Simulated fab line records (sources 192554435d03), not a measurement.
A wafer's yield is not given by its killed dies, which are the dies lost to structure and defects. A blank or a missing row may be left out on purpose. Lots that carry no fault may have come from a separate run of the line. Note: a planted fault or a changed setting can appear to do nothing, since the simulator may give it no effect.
Problem report in the 8D (eight disciplines) form, filled by code / flow n5-finfet / the parts of the form that need people (team, actions taken, sign-off) are left out

## 1. PROBLEM STATEMENT
cd-nm at N5_PMOS_HMC_CHANNEL_EPI_CD_MEAS_09 reads a mean of 287.5 nm on 3 wafers of 1 lot; wafers without a fault read 236.8 nm with a standard deviation of 0.87. Measured from the usual mean, that is +58 standard deviations.
The step: target cd 237.4 nm.
First observed at day 6 05:29: wafer L491.2, on cd-sem-02. The record holds 33 wafers of 11 lots with a number at this step. The rule behind "out" and "out of limits": a value lying over 4 standard deviations away from the usual mean. All remaining wafers that have a number are taken as sound.

## 2. WHAT IT IS, AND WHAT IT ISN'T
question=which readings at this step | is=cd-nm | is not=-
question=which lots | is=L491 | is not=L473, L474, L475, L479, L481, L483, L485, L493, L494, L495
question=which wafers of those lots | is=all that have a number | is not=-
question=read on which gauges | is=cd-sem-02 | is not=cd-sem-01
question=when | is=from day 6 05:29 | is not=up to then (21 sound wafers); but 9 sound wafers of L493, L494, L495 came after

## 3. SUSPECTS, AND WHAT RULES EACH OUT
Counting: a tool at any process step up to the reading remains a suspect when it ran all the lots that are out and ran no sound lot after the first of those.
- the gauge at N5_PMOS_HMC_CHANNEL_EPI_CD_MEAS_09: ruled out. All the wafers that are out were read on cd-sem-02, but those of them that N5_PMOS_HMC_CHANNEL_EPI_EXPOSE_06 has rows for are out there too, on other tools.
- arfi-scanner-02 at N5_PMOS_HMC_CHANNEL_EPI_EXPOSE_06 (exposes mask PMOS HMC BLK, target cd 240 nm): kept. It ran the lot that is out, L491 (day 6 05:22), and no sound lot after that; its last sound lot up to then is L485 (day 4 17:50). On those wafers its own readings are out: exposure-dose-mJ-cm2.
Remaining after the count: arfi-scanner-02 at N5_PMOS_HMC_CHANNEL_EPI_EXPOSE_06.

## 4. THE CAUSE (what the simulator had put in)
Process parameter drift: arfi-scanner-02, from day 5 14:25 on, at N5_PMOS_HMC_CHANNEL_EPI_EXPOSE_06. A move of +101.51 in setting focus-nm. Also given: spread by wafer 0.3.
The count eliminated every tool but this one.

## 5. SEQUENCE OF EFFECTS, ordered by route
Each row: a reading whose mean over the struck wafers that have a number lies more than 3 standard deviations from the usual. Scope: only readings with a usual standard deviation given in the record; hours: median across lots of the time from each lot's start at the first step in this table that gives one to its start at this step; sigmas: change in usual standard deviations.
hours=0; step=N5_PMOS_HMC_CHANNEL_EPI_EXPOSE_06; reading=exposure-dose-mJ-cm2; usual=40.98; on struck wafers=36.89; change=-4.09; sigmas=-95
hours=0; step=N5_PMOS_HMC_CHANNEL_EPI_CD_MEAS_09; reading=cd-nm; usual=236.8 nm; on struck wafers=287.5; change=+50.7; sigmas=+58
Here are the process steps it includes:
- N5_PMOS_HMC_CHANNEL_EPI_EXPOSE_06: exposes mask PMOS HMC BLK, target cd 240 nm.

## 6. HOW IT WOULD HAVE BEEN CAUGHT EARLIER
The first out-of-limits reading at a measuring or inspecting step in this record came at day 6 05:29, 15 hours after the fault's start at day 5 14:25.
At N5_PMOS_HMC_CHANNEL_EPI_EXPOSE_06, the tool's own readings (exposure-dose-mJ-cm2) were out on each struck wafer the step has a row for, so an alarm limit on them would have fired on the first such wafer.
By day 6 05:29, every lot that is out (1) had started N5_PMOS_HMC_CHANNEL_EPI_EXPOSE_06 on arfi-scanner-02. Tool hold at that time: it would have spared none of them.
